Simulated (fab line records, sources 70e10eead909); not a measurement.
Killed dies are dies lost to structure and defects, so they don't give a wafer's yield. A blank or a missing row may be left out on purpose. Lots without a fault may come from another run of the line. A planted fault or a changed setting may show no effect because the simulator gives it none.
Which tool did it? | flow nand_harc | 14 lots, 42 wafers sampled, at 4 steps of a route of 1159

WHAT THE GAUGES READ, wafer by wafer
NHARC_THIN_TSV_CD_MEAS_16. Usual: cd_nm 1000.5 nm, standard deviation 1.7.
lot  | measured     | on        | cd_nm (nm)           | flag
L954 | day 19 02:56 | cd_sem-01 | 996.9 1001.3 1000.3  |
L956 | day 19 00:59 | cd_sem-02 | 1004.3 1000.8 1001.2 |
L957 | day 19 18:47 | cd_sem-02 | 1002.7 1002.0 1002.4 |
L960 | day 20 07:57 | cd_sem-02 | 996.6 1001.5 997.8   |
L962 | day 20 20:28 | cd_sem-02 | 1002.1 999.0 1002.1  |
L965 | day 21 12:17 | cd_sem-02 | 1000.8 999.4 999.2   |
L969 | day 21 23:06 | cd_sem-03 | 1000.0 999.1 1000.5  |
L971 | day 22 15:59 | cd_sem-02 | 1000.8 1000.0 1000.7 |
L970 | day 22 17:23 | cd_sem-03 | 999.9 999.7 996.7    |
L972 | day 22 20:20 | cd_sem-01 | 999.3 1000.9 1000.7  |
L973 | day 23 14:23 | cd_sem-02 | 998.9 1001.4 1001.7  |
L974 | day 23 15:37 | cd_sem-02 | 1002.3 1002.7 999.0  |
L976 | day 24 03:35 | cd_sem-02 | 1002.3 997.8 1001.3  |
L977 | day 24 02:24 | cd_sem-02 | 1001.3 999.1 1001.9  |

NHARC_END_SORT_01. Usual: killed_at_array 29, standard deviation 11; killed_at_other 0.7, standard deviation 1.1; killed_at_periphery 2.9, standard deviation 2.2; killed_dies 33, standard deviation 11; killed_open 3.1, standard deviation 1.8; killed_short 1.9, standard deviation 1.4.
lot  | measured     | on        | killed_at_array | killed_at_other | killed_at_periphery | killed_dies | killed_open | killed_short | flag
L965 | day 22 11:59 | prober-01 | 34 28 21        | 0 1 1           | 0 2 28              | 34 31 50    | 0 3 2       | 2 2 0        | OFF
L969 | day 22 17:25 | prober-01 | 44 49 32        | 1 3 7           | 4 0 31              | 49 52 70    | 5 2 3       | 1 2 1        | OFF

WHICH TOOL RAN EACH LOT (tool, then ch and the chambers of the sampled wafers, then the start)
lot  | NHARC_P_CONTACT_PRE_CLEAN_39 | NHARC_THIN_TSV_DESCUM_14
L954 | pvd_sputter-03, day 5 18:53  | rie_diel-07 ch 2,3, day 19 02:00
L956 | pvd_sputter-03, day 6 07:11  | rie_diel-07 ch 1,2, day 19 00:02
L957 | pvd_sputter-02, day 6 21:30  | rie_diel-12 ch 1,2,3, day 19 17:59
L960 | pvd_sputter-02, day 7 03:52  | rie_diel-12 ch 1,3, day 20 06:59
L962 | pvd_sputter-03, day 7 21:26  | rie_diel-12 ch 1,2,3, day 20 19:40
L965 | pvd_sputter-03, day 8 23:07  | rie_diel-01 ch 0,1, day 21 11:29
L969 | pvd_sputter-03, day 9 12:29  | rie_diel-01 ch 0,1,3, day 21 22:19
L971 | pvd_sputter-02, day 9 18:38  | rie_diel-12 ch 0,1,2, day 22 15:12
L970 | pvd_sputter-01, day 9 21:54  | rie_diel-01 ch 1,3, day 22 16:35
L972 | pvd_sputter-01, day 10 08:04 | rie_diel-07 ch 2,3, day 22 19:32
L973 | pvd_sputter-02, day 10 09:22 | rie_diel-01 ch 0,1,2, day 23 13:35
L974 | pvd_sputter-01, day 10 17:14 | rie_diel-12 ch 0,1, day 23 14:48
L976 | pvd_sputter-02, day 11 05:15 | rie_diel-07 ch 0,1,2, day 24 02:48
L977 | pvd_sputter-02, day 11 09:49 | rie_diel-01 ch 0,2,3, day 24 01:36
- NHARC_P_CONTACT_PRE_CLEAN_39: time 19.5 s.
- NHARC_THIN_TSV_DESCUM_14: chemistry O2, time 3 s.

WHAT THE TOOLS THEMSELVES READ (means of the sampled wafers that have a number; where no wafer has one, the mark that the record gives instead)
NHARC_THIN_TSV_DESCUM_14. Usual: drypump_motor_current_A 5.6 A, standard deviation 0.37; oes_product_au 1.000 a.u., standard deviation 0.01; rf_vpp_V 57.7 V, standard deviation 0.88; showerhead_plenum_p_Torr 1.89 Torr, standard deviation 0.07; throttle_valve_pct 11.310 %, standard deviation 0.0092.
lot  | tool        | drypump_motor_current_A (A) | oes_product_au (a.u.) | rf_vpp_V (V) | showerhead_plenum_p_Torr (Torr) | throttle_valve_pct (%) | flag
L954 | rie_diel-07 | 5.1                         | 1.004                 | 57.7         | 1.90                            | 11.316                 |
L956 | rie_diel-07 | 5.7                         | 1.007                 | 57.8         | 1.82                            | 11.311                 |
L957 | rie_diel-12 | 5.5                         | 1.000                 | 57.9         | 1.91                            | 11.310                 |
L960 | rie_diel-12 | 5.7                         | 0.988                 | 57.5         | 1.87                            | 11.310                 |
L962 | rie_diel-12 | 5.5                         | 1.002                 | 57.7         | 1.91                            | 11.311                 |
L965 | rie_diel-01 | 5.5                         | 0.996                 | 59.0         | 1.98                            | 11.306                 |
L969 | rie_diel-01 | 5.7                         | 1.008                 | 58.2         | 1.92                            | 11.309                 |
L971 | rie_diel-12 | 5.5                         | 0.998                 | 57.5         | 1.88                            | 11.306                 |
L970 | rie_diel-01 | 5.5                         | 1.003                 | 58.0         | 1.98                            | 11.315                 |
L972 | rie_diel-07 | 5.1                         | 1.004                 | 58.4         | 1.87                            | 11.314                 |
L973 | rie_diel-01 | 5.6                         | 0.998                 | 57.9         | 1.94                            | 11.304                 |
L974 | rie_diel-12 | 5.5                         | 0.995                 | 58.1         | 1.85                            | 11.311                 |
L976 | rie_diel-07 | 5.7                         | 1.007                 | 57.6         | 1.84                            | 11.310                 |
L977 | rie_diel-01 | 5.8                         | 0.997                 | 57.1         | 1.87                            | 11.302                 |

THE ANSWER, worked out from the rows above alone
Rule: a lot is off if the mean of its wafers that have a number lies more than 3 standard deviations from the usual mean. A lot without any number at a reading at which 4 lots or more have one is off too. The other lots that the step has rows for count as sound. The gauges are gone through in route order, then the tools' own readings, and for those a lot's mean is taken as printed above. The first step at which some lot is off is used, and at that step the reading that is off furthest; a lot without a number counts as furthest.
Off: L965, L969, at NHARC_END_SORT_01 (killed_at_periphery). Neither off nor sound, because the step has no rows for them: L954, L956, L957, L960, L962, L971, L970, L972, L973, L974, L976, L977.
A tool fits if, at a process step before that reading, it ran every lot that is off, and no sound lot after the first of them. The gauges at NHARC_END_SORT_01 are tried like those tools. Can't be told from this: 3 tools fit, pvd_sputter-03 at NHARC_P_CONTACT_PRE_CLEAN_39, rie_diel-01 at NHARC_THIN_TSV_DESCUM_14, prober-01 at NHARC_END_SORT_01.

WHAT THE SIMULATOR HAD PUT IN
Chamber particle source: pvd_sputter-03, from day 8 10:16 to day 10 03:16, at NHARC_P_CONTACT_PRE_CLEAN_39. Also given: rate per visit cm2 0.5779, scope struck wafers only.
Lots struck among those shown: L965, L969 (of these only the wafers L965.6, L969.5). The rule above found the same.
